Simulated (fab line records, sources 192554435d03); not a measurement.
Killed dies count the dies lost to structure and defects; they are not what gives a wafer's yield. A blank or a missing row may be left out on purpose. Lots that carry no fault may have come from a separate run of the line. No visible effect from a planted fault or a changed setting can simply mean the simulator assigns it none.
What tool caused it?	flow n5Finfet	24 lots, 72 wafers sampled, at 5 steps of a route of 1938

## WHAT THE GAUGES SHOWED, per wafer
N5_BEOL_M11_CD_MEAS_18: pitch 140 nm, target cd 70 nm. Usual: 70.1 nm for cdNm, sd 0.55.
lot	measured	on	cdNm (nm)	flag
L074	day 11 02:03	cdSem-01	70.5 70.1 70.2	
L075	day 11 14:30	cdSem-01	69.4 70.0 69.6	
L077	day 11 17:56	cdSem-03	69.1 69.2 68.7	
L076	day 11 22:46	cdSem-02	70.0 70.5 71.3	
L078	day 12 02:57	cdSem-01	69.5 69.7 70.4	
L080	day 12 07:51	cdSem-01	69.2 70.3 69.9	
L079	day 12 11:27	cdSem-02	69.5 69.5 70.3	
L081	day 13 00:13	cdSem-02	70.3 70.0 69.5	
L083	day 13 07:19	cdSem-02	70.5 69.9 70.5	
L082	day 13 08:11	cdSem-03	69.4 70.3 70.6	
L084	day 14 01:25	cdSem-01	70.7 70.2 70.8	
L085	day 14 10:53	cdSem-01	71.1 70.8 70.5	
L086	day 14 11:11	cdSem-02	70.4 69.9 70.0	
L089	day 14 14:23	cdSem-02	70.1 70.5 71.1	
L087	day 14 14:40	cdSem-01	70.7 70.4 69.9	
L088	day 14 21:29	cdSem-03	70.5 70.9 70.4	
L090	day 15 09:01	cdSem-03	70.3 69.7 70.3	
L092	day 15 12:07	cdSem-02	69.8 69.9 69.6	
L091	day 15 12:30	cdSem-02	70.4 69.6 69.7	
L094	day 15 22:23	cdSem-02	69.8 70.4 69.7	
L093	day 16 10:34	cdSem-03	70.5 70.2 70.4	
L095	day 16 11:47	cdSem-03	69.5 69.4 69.2	
L096	day 16 15:53	cdSem-03	70.8 71.5 71.5	
L097	day 16 16:10	cdSem-03	70.5 70.7 69.9	

N5_BEOL_M13_INSPECT_12: inspects for defects (macro). Usual: 2.2 for rawDefectCount, sd 1.5.
lot	measured	on	rawDefectCount	flag
L074	day 11 16:08	defectInspect-02	0 2 2	
L075	day 12 00:06	defectInspect-01	2 0 1	
L077	day 12 04:34	defectInspect-02	3 0 3	
L076	day 12 11:04	defectInspect-01	0 3 3	
L078	day 12 16:32	defectInspect-02	1 2 2	
L080	day 12 21:32	defectInspect-01	5 5 3	
L079	day 12 22:39	defectInspect-01	1 2 2	
L081	day 13 08:50	defectInspect-02	2 4 2	
L083	day 13 21:44	defectInspect-02	4 5 0	
L082	day 13 22:17	defectInspect-02	2 2 1	
L084	day 14 15:06	defectInspect-01	2 1 3	
L085	day 14 23:17	defectInspect-01	3 1 4	
L086	day 15 02:23	defectInspect-02	6 1 0	
L089	day 15 02:13	defectInspect-02	1 2 3	
L087	day 15 02:46	defectInspect-01	6 3 4	
L088	day 15 07:04	defectInspect-01	1 1 5	
L090	day 15 21:00	defectInspect-02	1 1 4	
L092	day 16 09:08	defectInspect-01	2 2 1	
L091	day 16 03:32	defectInspect-02	4 3 1	
L094	day 16 09:42	defectInspect-02	0 4 1	
L093	day 17 01:46	defectInspect-01	3 3 3	
L095	day 17 05:23	defectInspect-02	2 2 1	
L096	day 17 13:54	defectInspect-01	0 5 0	
L097	day 17 20:39	defectInspect-02	2 6 1	

## TOOL THAT RAN EACH LOT (tool first, then ch and the chambers of the sampled wafers, then the start)
lot	N5_BEOL_M12_ETCH_67	N5_BEOL_M12_ETCH_68	N5_BEOL_M12_DEGAS_41
L074	rieDiel-01 ch 0,2,3, day 11 11:32	rieDiel-01 ch 0,2,3, day 11 11:41	pvdSputter-01, day 11 14:11
L075	rieDiel-04 ch 2,3, day 11 20:34	rieDiel-04 ch 2,3, day 11 20:42	pvdSputter-02, day 11 21:54
L077	rieDiel-04 ch 2,3, day 12 01:13	rieDiel-04 ch 2,3, day 12 01:22	pvdSputter-01, day 12 02:35
L076	rieDiel-04 ch 0,1,2, day 12 06:08	rieDiel-04 ch 0,1,2, day 12 06:17	pvdSputter-03, day 12 09:17
L078	rieDiel-03 ch 1,2, day 12 10:55	rieDiel-03 ch 1,2, day 12 11:04	pvdSputter-01, day 12 14:35
L080	rieDiel-03 ch 0,2, day 12 15:58	rieDiel-03 ch 0,2, day 12 16:07	pvdSputter-01, day 12 19:38
L079	rieDiel-01 ch 1,2,3, day 12 18:35	rieDiel-01 ch 1,2,3, day 12 18:44	pvdSputter-03, day 12 20:02
L081	rieDiel-01 ch 1,3, day 13 06:13	rieDiel-01 ch 1,3, day 13 06:22	pvdSputter-01, day 13 07:01
L083	rieDiel-04 ch 0,2,3, day 13 19:07	rieDiel-04 ch 0,2,3, day 13 19:16	pvdSputter-02, day 13 19:56
L082	rieDiel-03 ch 0,1,3, day 13 19:11	rieDiel-03 ch 0,1,3, day 13 19:20	pvdSputter-01, day 13 20:05
L084	rieDiel-01 ch 1,2, day 14 08:27	rieDiel-01 ch 1,2, day 14 08:36	pvdSputter-03, day 14 13:00
L085	rieDiel-04 ch 2,3, day 14 16:34	rieDiel-04 ch 2,3, day 14 16:42	pvdSputter-01, day 14 21:27
L086	rieDiel-03 ch 1,2,3, day 14 18:48	rieDiel-03 ch 1,2,3, day 14 18:57	pvdSputter-01, day 15 00:17
L089	rieDiel-03 ch 1,2, day 14 21:20	rieDiel-03 ch 1,2, day 14 21:29	pvdSputter-02, day 15 00:19
L087	rieDiel-04 ch 0,1,2, day 14 22:14	rieDiel-04 ch 0,1,2, day 14 22:23	pvdSputter-03, day 15 00:34
L088	rieDiel-04 ch 0,2,3, day 15 04:10	rieDiel-04 ch 0,2,3, day 15 04:19	pvdSputter-02, day 15 05:14
L090	rieDiel-01 ch 0,2,3, day 15 17:07	rieDiel-01 ch 0,2,3, day 15 17:16	pvdSputter-03, day 15 19:05
L092	rieDiel-04 ch 0,2,3, day 15 19:51	rieDiel-04 ch 0,2,3, day 15 19:59	pvdSputter-03, day 16 06:28
L091	rieDiel-01 ch 0,2,3, day 15 19:53	rieDiel-01 ch 0,2,3, day 15 20:02	pvdSputter-02, day 16 01:37
L094	rieDiel-04 ch 0,2,3, day 16 05:07	rieDiel-04 ch 0,2,3, day 16 05:16	pvdSputter-03, day 16 06:49
L093	rieDiel-04 ch 0,3, day 16 17:46	rieDiel-04 ch 0,3, day 16 17:55	pvdSputter-02, day 16 23:42
L095	rieDiel-04 ch 0,3, day 16 18:33	rieDiel-04 ch 0,3, day 16 18:41	pvdSputter-01, day 17 03:36
L096	rieDiel-04 ch 0,3, day 16 21:41	rieDiel-04 ch 0,3, day 16 21:50	pvdSputter-01, day 17 11:55
L097	rieDiel-01 ch 0,3, day 16 22:08	rieDiel-01 ch 0,3, day 16 22:17	pvdSputter-02, day 17 18:34
- N5_BEOL_M12_ETCH_67: etches SiARC in CF4, target depth 143 nm, time 238.3 s.
- N5_BEOL_M12_ETCH_68: etches SOC in N2/H2, time 285 s.
- N5_BEOL_M12_DEGAS_41: time 60 s.

## WHAT THE TOOLS THEMSELVES READ (means of the sampled wafers that have a number; where no wafer has one, the mark that the record gives instead)
N5_BEOL_M12_ETCH_67. Usual: drypumpMotorCurrentA 5.8 A, standard deviation 0.32; etchRfOnTimeS 239 s, standard deviation 4.1; oesProductAu 0.67 a.u., standard deviation 0.053; rfVppV 184.0 V, standard deviation 1.3; showerheadPlenumPTorr 2.14 Torr, standard deviation 0.083; throttleValvePct 15.64 %, standard deviation 0.29.
lot	tool	drypumpMotorCurrentA (A)	etchRfOnTimeS (s)	oesProductAu (a.u.)	rfVppV (V)	showerheadPlenumPTorr (Torr)	throttleValvePct (%)	flag
L074	rieDiel-01	6.0	240	0.64	183.0	2.08	15.59	
L075	rieDiel-04	5.7	241	0.67	185.5	2.24	15.82	
L077	rieDiel-04	5.6	241	0.64	185.3	2.23	15.95	
L076	rieDiel-04	5.8	238	0.67	184.3	2.18	15.66	
L078	rieDiel-03	6.1	237	0.70	184.8	2.13	15.51	
L080	rieDiel-03	5.2	237	0.70	183.7	2.13	15.65	
L079	rieDiel-01	5.9	239	0.67	183.5	2.09	15.58	
L081	rieDiel-01	5.8	231	0.69	183.1	2.07	15.68	
L083	rieDiel-04	5.6	238	0.66	183.8	2.18	15.72	
L082	rieDiel-03	5.8	236	0.69	182.7	2.08	15.58	
L084	rieDiel-01	6.1	240	0.80	183.5	2.11	15.20	
L085	rieDiel-04	5.6	244	0.64	185.8	2.24	15.87	
L086	rieDiel-03	5.9	239	0.65	183.5	2.11	15.75	
L089	rieDiel-03	5.8	240	0.65	185.0	2.17	15.79	
L087	rieDiel-04	5.8	238	0.66	183.8	2.18	15.70	
L088	rieDiel-04	5.6	239	0.65	184.5	2.17	15.75	
L090	rieDiel-01	6.0	240	0.68	183.6	2.07	15.50	
L092	rieDiel-04	5.6	243	0.64	183.7	2.17	15.76	
L091	rieDiel-01	6.0	237	0.69	183.9	2.07	15.49	
L094	rieDiel-04	5.5	237	0.64	184.2	2.17	15.78	
L093	rieDiel-04	5.6	239	0.65	185.1	2.19	15.66	
L095	rieDiel-04	5.6	241	0.65	184.2	2.19	15.66	
L096	rieDiel-04	5.6	239	0.66	184.3	2.12	15.53	
L097	rieDiel-01	5.9	240	0.63	183.6	2.04	15.59	

N5_BEOL_M12_ETCH_68. Usual: drypumpMotorCurrentA 5.8 A, standard deviation 0.32; oesProductAu 0.79 a.u., standard deviation 0.064; rfVppV 524 V, standard deviation 3.1; showerheadPlenumPTorr 2.54 Torr, standard deviation 0.1; throttleValvePct 17.79 %, standard deviation 0.27.
lot	tool	drypumpMotorCurrentA (A)	oesProductAu (a.u.)	rfVppV (V)	showerheadPlenumPTorr (Torr)	throttleValvePct (%)	flag
L074	rieDiel-01	6.0	0.75	522	2.46	17.78	
L075	rieDiel-04	5.6	0.78	527	2.66	17.89	
L077	rieDiel-04	5.6	0.76	528	2.64	18.03	
L076	rieDiel-04	5.8	0.79	524	2.59	17.81	
L078	rieDiel-03	6.0	0.83	523	2.54	17.66	
L080	rieDiel-03	5.2	0.83	523	2.54	17.83	
L079	rieDiel-01	6.0	0.79	522	2.48	17.74	
L081	rieDiel-01	5.8	0.80	520	2.45	17.82	
L083	rieDiel-04	5.6	0.77	524	2.58	17.82	
L082	rieDiel-03	5.8	0.80	521	2.46	17.77	
L084	rieDiel-01	6.1	0.95	523	2.50	17.41	
L085	rieDiel-04	5.6	0.75	528	2.65	17.95	
L086	rieDiel-03	5.9	0.76	524	2.51	17.93	
L089	rieDiel-03	5.8	0.76	525	2.58	17.92	
L087	rieDiel-04	5.8	0.77	525	2.58	17.85	
L088	rieDiel-04	5.6	0.77	525	2.57	17.84	
L090	rieDiel-01	6.0	0.80	521	2.45	17.71	
L092	rieDiel-04	5.6	0.76	525	2.57	17.85	
L091	rieDiel-01	6.0	0.80	521	2.45	17.71	
L094	rieDiel-04	5.6	0.75	525	2.57	17.86	
L093	rieDiel-04	5.6	0.77	525	2.59	17.74	
L095	rieDiel-04	5.6	0.77	526	2.59	17.75	
L096	rieDiel-04	5.6	0.77	522	2.51	17.63	
L097	rieDiel-01	6.0	0.73	521	2.42	17.80	

N5_BEOL_M12_DEGAS_41. Usual: 327 W for heaterPowerW, sd 42.
lot	tool	heaterPowerW (W)	flag
L074	pvdSputter-01	332	
L075	pvdSputter-02	313	
L077	pvdSputter-01	340	
L076	pvdSputter-03	348	
L078	pvdSputter-01	330	
L080	pvdSputter-01	376	
L079	pvdSputter-03	337	
L081	pvdSputter-01	328	
L083	pvdSputter-02	319	
L082	pvdSputter-01	320	
L084	pvdSputter-03	337	
L085	pvdSputter-01	305	
L086	pvdSputter-01	296	
L089	pvdSputter-02	309	
L087	pvdSputter-03	353	
L088	pvdSputter-02	346	
L090	pvdSputter-03	344	
L092	pvdSputter-03	332	
L091	pvdSputter-02	323	
L094	pvdSputter-03	347	
L093	pvdSputter-02	319	
L095	pvdSputter-01	344	
L096	pvdSputter-01	334	
L097	pvdSputter-02	309	

## THE ANSWER, worked out from the rows above alone
Rule: lot off if the mean of its wafers having a number is beyond 3 standard deviations from the usual mean. Also off: a lot with no number at a reading for which 4 or more lots have one. The other lots that the step has rows for count as sound. First the gauges in route order, then the tools' own readings, where a lot's mean is used as printed above. The first step at which some lot is off is used, and at that step the reading that is off furthest; a lot without a number counts as furthest.
No lot is off at any reading shown: from this, nothing can be told.

## WHAT WAS PUT IN BY THE SIMULATOR
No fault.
